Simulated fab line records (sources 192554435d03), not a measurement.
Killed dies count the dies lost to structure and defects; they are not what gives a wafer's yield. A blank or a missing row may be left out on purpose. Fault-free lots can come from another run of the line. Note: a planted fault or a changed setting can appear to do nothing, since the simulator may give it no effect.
A lot that was struck, set against a sound lot	flow n5_finfet	20 out of 1938 route steps
Sound: the wafers L584.1, L584.5, L584.6. The struck wafers were L594.2, L594.4, L594.6. At the end, the cause is stated.
Each step with rows lists, per side, the tool, then ch with its chambers, then its first start. Under that, the readings that differ: sound wafers	struck wafers	difference of the means	sigmas: that difference in standard deviations of wafers without a fault.
alike: words and numbers the same on both sides, and readings whose means are apart by under 2 such deviations; not compared: readings that were withheld, readings missing a value for some wafer, numbers with overlapping values and no deviation given by the record, and bounds like >300 which may hide the same value.
The two part at a step that has a row with sigmas, a row that says differs or no value, or rows on one side only. Numbers that don't overlap but have no deviation are shown without sigmas and don't part them. Lack of a reading on every wafer of one side parts them only where that side has two or more wafers.

N5_FIN_CUT_DESCUM_13: chemistry O2, time 7 s.
  sound on rie_diel-03 ch 1,2,3, day 3 11:18; struck on rie_diel-06 ch 2,3, day 5 21:19
  alike: drypump_motor_current_A, oes_product_au, rf_vpp_V, showerhead_plenum_p_Torr, temp_c, throttle_valve_pct
  not compared: rf_hours_counter_h
then, 1 step without rows for these wafers: N5_FIN_CUT_ETCH_30 (etches underlayer in N2/H2, target depth 13 nm, time 10.4 s).
N5_FIN_CUT_ETCH_20: etches SiARC in CF4, target depth 26 nm, time 43.3 s.
  sound on rie_diel-03 ch 1,2,3, day 3 11:22; struck on rie_diel-06 ch 2,3, day 5 21:22
reading	sound	struck	difference	sigmas
showerhead_plenum_p_Torr (Torr)	2.19 2.23 2.10	2.04 2.08 2.04	-0.12	-2
  alike: drypump_motor_current_A, etch_rf_on_time_s, oes_product_au, rf_vpp_V, throttle_valve_pct
  not compared: rf_hours_counter_h
then, 3 steps without rows for these wafers: N5_FIN_CUT_ETCH_21 (etches SOC in N2/H2, target depth 219 nm, overetch 43.8 nm, time 523.5 s); N5_FIN_CUT_STRIP_23 (strips in N2/H2); N5_FIN_CUT_STRIP_31 (strips in N2/H2).
N5_FIN_CUT_STRIP_24: strips in CF4.
  sound on rie_diel-03 ch 1,2,3, day 3 11:43; struck on rie_diel-06 ch 2,3, day 5 21:44
reading	sound	struck	difference	sigmas
rf_vpp_V (V)	272.7 273.7 270.3	269.5 269.2 269.3	-2.9	-2
showerhead_plenum_p_Torr (Torr)	1.83 1.88 1.75	1.71 1.75 1.71	-0.10	-2
  alike: drypump_motor_current_A, oes_product_au, throttle_valve_pct
  not compared: rf_hours_counter_h
then, 2 steps without rows for these wafers: N5_FIN_CUT_CUT_ETCH_26 (etches SiNx in CH3F/O2, target depth 39 nm, time 55.7 s); N5_FIN_CUT_CUT_ETCH_27 (etches SiO2 in CHF3/O2, target depth 4 nm, overetch 2 nm, time 4.9 s).
N5_FIN_CUT_PRECLEAN_35: cleans in vHF, time 13.3 s.
  sound on vapor_etch-01 ch 0,1, day 3 11:51; struck on vapor_etch-02 ch 1, day 5 21:52
  alike: drypump_motor_current_A, temp_c
then, 2 steps without rows for these wafers: N5_FIN_CUT_CUT_ETCH_15 (etches Si in HBr/Cl2/O2, target depth 100 nm, bt time 10 s, time 42.4 s); N5_FIN_CUT_CUT_ETCH_28 (etches Si in HBr/Cl2/O2, target depth 6 nm, time 2.4 s).
N5_FIN_CUT_STRIP_22: strips in N2/H2.
  sound on rie_diel-03 ch 0,2,3, day 3 12:04; struck on rie_diel-06 ch 1,2, day 5 22:19
  alike: drypump_motor_current_A, oes_product_au, rf_vpp_V, showerhead_plenum_p_Torr, temp_c, throttle_valve_pct
  not compared: rf_hours_counter_h
then, 3 steps without rows for these wafers: N5_FIN_CUT_PRECLEAN_36 (cleans in O3/DIW, time 60 s); N5_FIN_CUT_SRD_32 (time 30 s); N5_FIN_CUT_UV_OZONE_34 (time 120 s).
N5_FIN_CUT_INSPECT_17: inspects for defects (brightfield).
  struck on defect_inspect-01, day 5 22:28; sound on defect_inspect-01, day 3 12:22
reading	sound	struck	difference	sigmas
raw_defect_count	202 148 154	1570 1508 1594	+1389	+29
N5_STI_FIN_REVEAL_ALD_00: deposits SiO2, target thk 1 nm, pulse time 1 s.
  sound on ald_sin-01 ch 0,2,3, day 3 12:38; struck on ald_sin-04 ch 2,3, day 5 22:30
  alike: heater_power_w, precursor_pulse_height_rel
-- here the record skips 7 days between the struck wafers' starts before and after, leaving off in module STI_FIN_REVEAL and picking up in module BEOL_M4 (first step shown: number 1111 of the route) --
N5_BEOL_M4_RC_MEAS_101:
  sound on prober-01 ch 0, day 10 15:33; struck on prober-02 ch 0, day 12 14:17
reading	sound	struck	difference	sigmas
SS_P (mV/dec)	74.1 74.7 74.3	72.9 73.1 72.6	-1.5	-2
  alike: DIBL_N, DIBL_P, IOFF_N, IOFF_P, ION_N, ION_P, SS_N, VT_N, VT_P
-- record jumps: 5 days separate the struck wafers' starts on either side; left off in module BEOL_M4, taken up again in module PASSIVATION, whose first shown step is the route's number 1936 --
N5_PASSIVATION_PROBE_49:
  record: rows for the struck wafers here (prober-01, day 17 03:15), none for the sound ones

## WHERE THEY PART
Last at N5_PASSIVATION_PROBE_49 as far as this record goes, first at N5_FIN_CUT_ETCH_20.

WHY: the cause the simulator had injected
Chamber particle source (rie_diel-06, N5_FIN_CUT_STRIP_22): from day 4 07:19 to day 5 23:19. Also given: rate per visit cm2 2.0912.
